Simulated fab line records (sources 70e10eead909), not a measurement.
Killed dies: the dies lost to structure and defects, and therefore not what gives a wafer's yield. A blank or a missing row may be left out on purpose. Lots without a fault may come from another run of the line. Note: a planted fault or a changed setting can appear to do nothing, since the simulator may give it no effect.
2 desks, one fault ; flow nand harc ; what lay behind the numbers comes last; until then each desk has only its own

== METROLOGY DESK ==
What the gauges read for every lot (on any tool): the sampled wafers with a number, averaged. A lot is out of limits, marked OUT, if its mean lies more than 4 standard deviations from the usual mean; the brackets give that distance.
Columns: A = cd nm at NHARC_THIN_TSV_CD_MEAS_37, usual 4999.7 nm
lot;first seen here;A
L272;day 19 20:22;4997.9
L273;day 20 01:56;5003.2
L274;day 20 03:03;4998.0
L275;day 21 00:23;4998.2
L277;day 21 07:17;5000.4
L279;day 21 08:55;5001.8
L282;day 23 17:31;4998.1
L286;day 24 04:14;5001.8
L289;day 24 05:13;5000.1
L287;day 24 18:37;5000.0
L293;day 25 02:05;4998.6
L288;day 25 04:05;4998.3
L294;day 25 16:35;5002.4
This desk's finding: nothing out of limits on any of the 13 lots.

== FOR THE TOOL OWNER'S DESK: rie metal-02 ==
The tool's own readings at NHARC_THIN_TSV_ETCH_59 (etches the open film in Cl2/BCl3, target depth 880 nm, time 138.1 s): means of the sampled wafers that have a number, for each lot that ran on this tool. A lot is out of limits, marked OUT, if its mean lies more than 4 standard deviations from the usual mean; the brackets give that distance.
Columns: A = chamber pressure mTorr at NHARC_THIN_TSV_ETCH_59, usual 10.001 mTorr; B = drypump motor current A at NHARC_THIN_TSV_ETCH_59, usual 5.7 A; C = oes product au at NHARC_THIN_TSV_ETCH_59, usual 1.002 a.u.; D = throttle valve pct at NHARC_THIN_TSV_ETCH_59, usual 22.266 %
lot;first seen here;A;B;C;D
L273;day 20 00:49;10.005;5.6;1.002;22.266
L282;day 23 15:49;10.007;6.0;1.001;22.267
L286;day 24 02:53;9.994;5.6;0.972;22.272
This desk's finding: nothing out of limits on any of the 3 lots.

== TAKEN TOGETHER ==
Nothing out of limits was seen by the metrology desk.
The tool owner's desk saw nothing out of limits.

== WHAT THE SIMULATOR PUT IN ==
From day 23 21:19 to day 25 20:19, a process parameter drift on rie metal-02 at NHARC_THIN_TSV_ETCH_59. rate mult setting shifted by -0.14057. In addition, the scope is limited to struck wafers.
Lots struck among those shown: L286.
